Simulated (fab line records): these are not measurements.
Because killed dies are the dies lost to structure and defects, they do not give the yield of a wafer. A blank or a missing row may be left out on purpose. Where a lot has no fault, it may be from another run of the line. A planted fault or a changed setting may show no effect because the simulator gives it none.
Chamber matching	flow n5Finfet	rieDiel-04 running N5_BEOL_M2_ETCH_77: 4 sister chambers
The step etches underlayer in N2/H2, target depth 6.5 nm, time 5.2 s. 16 wafers are shown with their chamber, then 8 later ones without.

## WAFERS PAIRED WITH THEIR CHAMBERS
wafer	chamber	showerheadPlenumPTorr (Torr)	drypumpMotorCurrentA (A)	throttleValvePct (%)
L080.1	2	2.52	6.2	17.83
L080.2	1	2.63	5.3	17.83
L080.5	3	2.62	5.3	18.05
L082.3	2	2.52	6.3	17.83
L082.5	3	2.62	5.3	18.07
L082.6	0	2.51	6.0	17.85
L084.3	1	2.62	5.4	17.85
L084.5	0	2.51	6.0	17.83
L084.6	1	2.62	5.4	17.84
L085.3	1	2.62	5.3	17.88
L085.4	0	2.51	6.0	17.83
L085.6	0	2.51	6.0	17.83
L087.3	1	2.62	5.3	17.85
L087.4	2	2.52	6.2	17.85
L087.6	0	2.51	6.0	17.86
L089.2	1	2.62	5.3	17.87

SIGNATURES (means of the wafers above)
reading	chamber 0	chamber 1	chamber 2	chamber 3	scatter within a chamber
showerheadPlenumPTorr	2.5100	2.6217	2.5200	2.6200	0.00264
drypumpMotorCurrentA	6.000	5.333	6.233	5.300	0.0408
throttleValvePct	17.8400	17.8533	17.8367	18.0600	0.0158
Rule: a wafer lies at a distance from a chamber equal to the root of the sum of squares, over the readings, of (its reading less the chamber's mean, divided by the reading's scatter). If the next closest chamber is less than 2 further off than the closest, the wafer can't be placed; otherwise it belongs to the closest. How the scatter is found: for the shown wafers, subtract from each reading the mean of its chamber, square and add these, divide the total by (wafers less chambers), then take the root.

## WAFERS WITH NO CHAMBER GIVEN
wafer	showerheadPlenumPTorr (Torr)	drypumpMotorCurrentA (A)	throttleValvePct (%)
L089.4	2.51	6.0	17.85
L089.5	2.62	5.3	17.85
L091.1	2.61	5.3	17.86
L091.3	2.51	6.3	17.87
L091.4	2.51	6.3	17.87
L079.1	2.50	6.0	17.49
L079.2	2.51	6.3	17.86
L079.6	2.51	6.3	17.89

## WHICH CHAMBER EACH ONE RAN IN
wafer	from the rows above	in truth
L089.4	0	0
L089.5	1	1
L091.1	1	1
L091.3	2	2
L091.4	2	2
L079.1	can't be placed: 0 or 2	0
L079.2	2	2
L079.6	2	2
Correct placement for 7 of the 8. These rows do not allow placing 1 (true chamber among the candidates in 1). Placed wrongly: 0.
